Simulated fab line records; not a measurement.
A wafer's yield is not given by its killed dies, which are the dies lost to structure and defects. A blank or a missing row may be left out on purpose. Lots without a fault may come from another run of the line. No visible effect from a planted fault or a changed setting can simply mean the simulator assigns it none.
Which of the tools did it? / flow n5Finfet / 24 lots, 72 wafers sampled, at 1 step of a route of 1938

== WHAT THE GAUGES READ, wafer by wafer ==
N5_BEOL_M12_INSPECT_12: inspects for defects (macro).
lot=L075; measured=day 10 03:39; on=defectInspect-01; rawDefectCount=9 6 2
lot=L074; measured=day 10 12:08; on=defectInspect-02; rawDefectCount=0 3 1
lot=L077; measured=day 11 00:44; on=defectInspect-01; rawDefectCount=1 4 0
lot=L076; measured=day 11 02:00; on=defectInspect-01; rawDefectCount=1 0 4
lot=L079; measured=day 11 08:29; on=defectInspect-02; rawDefectCount=3 3 1
lot=L078; measured=day 11 12:53; on=defectInspect-01; rawDefectCount=1 3 6
lot=L080; measured=day 11 16:19; on=defectInspect-01; rawDefectCount=1 3 4
lot=L081; measured=day 11 19:22; on=defectInspect-01; rawDefectCount=1 1 3
lot=L082; measured=day 12 09:46; on=defectInspect-01; rawDefectCount=4 3 3
lot=L083; measured=day 12 10:19; on=defectInspect-02; rawDefectCount=3 2 0
lot=L084; measured=day 13 05:04; on=defectInspect-02; rawDefectCount=2 4 1
lot=L086; measured=day 13 20:38; on=defectInspect-02; rawDefectCount=6 4 2
lot=L087; measured=day 13 21:21; on=defectInspect-01; rawDefectCount=4 4 1
lot=L085; measured=day 13 22:20; on=defectInspect-02; rawDefectCount=2 7 3
lot=L088; measured=day 14 13:40; on=defectInspect-02; rawDefectCount=2 6 2
lot=L089; measured=day 14 13:49; on=defectInspect-01; rawDefectCount=1 1 1
lot=L091; measured=day 14 16:20; on=defectInspect-02; rawDefectCount=2 6 0
lot=L090; measured=day 14 19:52; on=defectInspect-02; rawDefectCount=1 5 2
lot=L093; measured=day 14 22:50; on=defectInspect-02; rawDefectCount=4 2 2
lot=L092; measured=day 15 01:10; on=defectInspect-01; rawDefectCount=1 0 2
lot=L094; measured=day 15 02:59; on=defectInspect-02; rawDefectCount=0 2 6
lot=L095; measured=day 16 01:05; on=defectInspect-02; rawDefectCount=3 1 2
lot=L096; measured=day 16 06:04; on=defectInspect-01; rawDefectCount=4 2 0
lot=L097; measured=day 16 18:31; on=defectInspect-02; rawDefectCount=1 3 3

== WHICH TOOL RAN EACH LOT (tool, then ch and the chambers of the sampled wafers, then the start) ==
Record: no process step prior to these readings.

== WHAT THE TOOLS THEMSELVES READ (means of the sampled wafers that have a number; where no wafer has one, the mark that the record gives instead) ==
The record holds no such reading with a usual standard deviation.

== THE ANSWER, worked out from the rows above alone ==
Rule: what is usual is taken from the lots themselves. The widest of any qualifying gaps counts: lots, ordered by their means at a reading, are off when they make up no more than a third of the lots, leave a main group of 4 or more, and stand apart from it by 3 or more times the standard deviation of that group's means. The tables above print the reading to a certain number of digits; a main group whose means all agree to those digits is not used. A lot without any number at a reading at which 4 lots or more have one is off too. Any other lot the step has rows for is counted as sound. After the gauges, taken in route order, come the tools' own readings; for these a lot's mean is taken, as printed above. The first step at which some lot is off is used, and at that step the reading that is off furthest; a lot without a number counts as furthest.
None of the lots is off at any reading shown; this tells nothing.

== WHAT WAS PUT IN BY THE SIMULATOR ==
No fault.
